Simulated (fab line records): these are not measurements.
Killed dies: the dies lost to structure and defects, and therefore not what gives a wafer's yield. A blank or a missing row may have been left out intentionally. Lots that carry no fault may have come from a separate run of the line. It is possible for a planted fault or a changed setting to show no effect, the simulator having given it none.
8D (eight disciplines) problem report, filled in by code | flow n5Finfet | the parts of the form that need people (team, actions taken, sign-off) are left out

== 1. THE PROBLEM ==
Wafers without a fault read 363.8 W, standard deviation 1.8; rfFwdPowerW at N5_MOL_CONTACT_COAG_CONTACT_ETCH_14 reads a mean of 275.5 W on 6 wafers belonging to 2 lots. Measured from the usual mean, that is -49 standard deviations.
The step: etches SiO2 in C4F6/O2, target depth 27.5 nm, overetch 8.5 nm, time 20 s.
First observed at day 6 03:10: wafer L768.1, on rieDiel-05. At this step, 18 wafers from 6 lots have a number in the record. Rule for "out", or "out of limits": more than 4 standard deviations from the usual mean. The rest of the wafers with a number are treated as sound.

== 2. WHAT IT IS; WHAT IT IS NOT ==
question                    | is                     | is not
which readings at this step | rfFwdPowerW, rfVppV    | drypumpMotorCurrentA, oesProductAu, showerheadPlenumPTorr, throttleValvePct
which lots                  | L768, L769             | L763, L773, L776, L785
which wafers of those lots  | all that have a number | -
read on which tools         | rieDiel-05             | rieDiel-01, rieDiel-06
when                        | from day 6 03:10       | up to then (3 sound wafers); but 9 sound wafers of L773, L776, L785 came after

== 3. SUSPECTS, AND WHAT RULES EACH OUT ==
Counting: a tool at a process step up to the reading stays a suspect if it ran every lot that is out and no sound lot after the first of them.
- rieDiel-05 at N5_MOL_CONTACT_COAG_DESCUM_13 (chemistry O2, time 7 s): kept. All lots that are out passed through it, beginning with L768 at day 6 02:59, and no sound lot followed; its final sound lot before that point was L763 at day 4 20:32.
- rieDiel-05 at N5_MOL_CONTACT_COAG_ETCH_59 (etches underlayer in N2/H2, target depth 13 nm, time 10.4 s): kept. All lots that are out passed through it, beginning with L768 at day 6 03:01, and no sound lot followed; its final sound lot before that point was L763 at day 4 20:35.
- rieDiel-05 at N5_MOL_CONTACT_COAG_ETCH_105 (etches SiARC in CF4, target depth 15.6 nm, time 26 s): kept. All lots that are out passed through it, beginning with L768 at day 6 03:02, and no sound lot followed; its final sound lot before that point was L763 at day 4 20:36.
- rieDiel-05 at N5_MOL_CONTACT_COAG_CONTACT_ETCH_14 (etches SiO2 in C4F6/O2, target depth 27.5 nm, overetch 8.5 nm, time 20 s): kept. All lots that are out passed through it, beginning with L768 at day 6 03:10, and no sound lot followed; its final sound lot before that point was L763 at day 4 20:44. On those wafers its own readings are out: rfFwdPowerW, rfVppV.
Left after counting: rieDiel-05 at N5_MOL_CONTACT_COAG_DESCUM_13, rieDiel-05 at N5_MOL_CONTACT_COAG_ETCH_59, rieDiel-05 at N5_MOL_CONTACT_COAG_ETCH_105, rieDiel-05 at N5_MOL_CONTACT_COAG_CONTACT_ETCH_14.

== 4. THE CAUSE (what the simulator had put in) ==
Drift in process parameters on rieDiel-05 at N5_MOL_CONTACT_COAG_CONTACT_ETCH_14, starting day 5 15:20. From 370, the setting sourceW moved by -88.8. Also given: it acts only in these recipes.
After counting, 4 suspects remain, this tool included.

== 5. SEQUENCE OF EFFECTS, ordered by route ==
Each row: a reading where the mean over the struck wafers with a number is more than 3 standard deviations away from the usual. Readings are gone through only where the record gives a usual standard deviation; hours: the median, over the lots, of the time from a lot's start at the first step in this table giving one to that lot's start at this step; sigmas: the change measured in usual standard deviations.
hours | step                                | reading     | usual   | on struck wafers | change | sigmas
0     | N5_MOL_CONTACT_COAG_CONTACT_ETCH_14 | rfFwdPowerW | 363.8 W | 275.5            | -88.3  | -49
0     | N5_MOL_CONTACT_COAG_CONTACT_ETCH_14 | rfVppV      | 693.0 V | 751.2            | +58.2  | +21
It contains these process steps:
- N5_MOL_CONTACT_COAG_CONTACT_ETCH_14: etches SiO2 in C4F6/O2, target depth 27.5 nm, overetch 8.5 nm, time 20 s.

== 6. WHAT WOULD HAVE CAUGHT IT SOONER ==
In this record the first reading out of limits was taken at day 6 03:10, 12 hours after the fault began at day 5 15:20.
